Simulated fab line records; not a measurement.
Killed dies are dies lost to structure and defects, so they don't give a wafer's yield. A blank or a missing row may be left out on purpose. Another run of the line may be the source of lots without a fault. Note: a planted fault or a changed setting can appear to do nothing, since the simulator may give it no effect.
Which tool did it? | flow nand_harc | 6 lots with 18 wafers sampled at 2 steps, on a route of 1302 steps

## WHAT THE GAUGES READ, wafer by wafer
NHARC_A_ONON_D1_THK_MEAS_08: measures by ellipsometry.
lot  | measured     | on            | thk_nm (nm)
L424 | day 7 20:52  | film_metro-02 | 1001 1000 1001
L434 | day 12 16:52 | film_metro-02 | 979 982 982
L437 | day 13 21:07 | film_metro-01 | 1010 727 1009
L440 | day 14 17:45 | film_metro-02 | 991 989 992
L443 | day 16 10:35 | film_metro-01 | 1002 1003 1003
L444 | day 16 22:45 | film_metro-01 | 1023 1021 1022

## WHAT TOOL EACH LOT RAN ON (gives the tool, then ch and the chambers of the sampled wafers, and finally the start)
lot  | NHARC_A_ONON_D1_DEP_06
L424 | pecvd_onon-03 ch 0, day 7 20:22
L434 | pecvd_onon-03 ch 0, day 12 16:32
L437 | pecvd_onon-02 ch 0, day 13 20:43
L440 | pecvd_onon-04 ch 0, day 14 17:14
L443 | pecvd_onon-03 ch 0, day 16 10:15
L444 | pecvd_onon-04 ch 0, day 16 22:18
- NHARC_A_ONON_D1_DEP_06: target thk 1000 nm.

## THE ANSWER, worked out from the rows above alone
Rule: the lots themselves supply what counts as usual. The widest of any qualifying gaps counts: lots, ordered by their means at a reading, are off when they make up no more than a third of the lots, leave a main group of 4 or more, and stand apart from it by 3 or more times the standard deviation of that group's means. Not used: any main group whose means are identical at the precision the tables above print for the reading. A lot without any number at a reading at which 4 lots or more have one is off too. All remaining lots with rows at the step are treated as sound.
Off: L437, at NHARC_A_ONON_D1_THK_MEAS_08 (thk_nm). For the main group the mean is 999 nm and the standard deviation 14.
A tool fits if, at a process step before that reading, it ran every lot that is off, and no sound lot after the first of them. Those tools and the gauges at NHARC_A_ONON_D1_THK_MEAS_08 are tried in the same way. One fits: pecvd_onon-02 at NHARC_A_ONON_D1_DEP_06. It ran no sound lot before its first lot that is off in this sample, so the start can't be narrowed down.

## WHAT THE SIMULATOR PUT IN
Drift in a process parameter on pecvd_onon-02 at NHARC_A_ONON_D1_DEP_06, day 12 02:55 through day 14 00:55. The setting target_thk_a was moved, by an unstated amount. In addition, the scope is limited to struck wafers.
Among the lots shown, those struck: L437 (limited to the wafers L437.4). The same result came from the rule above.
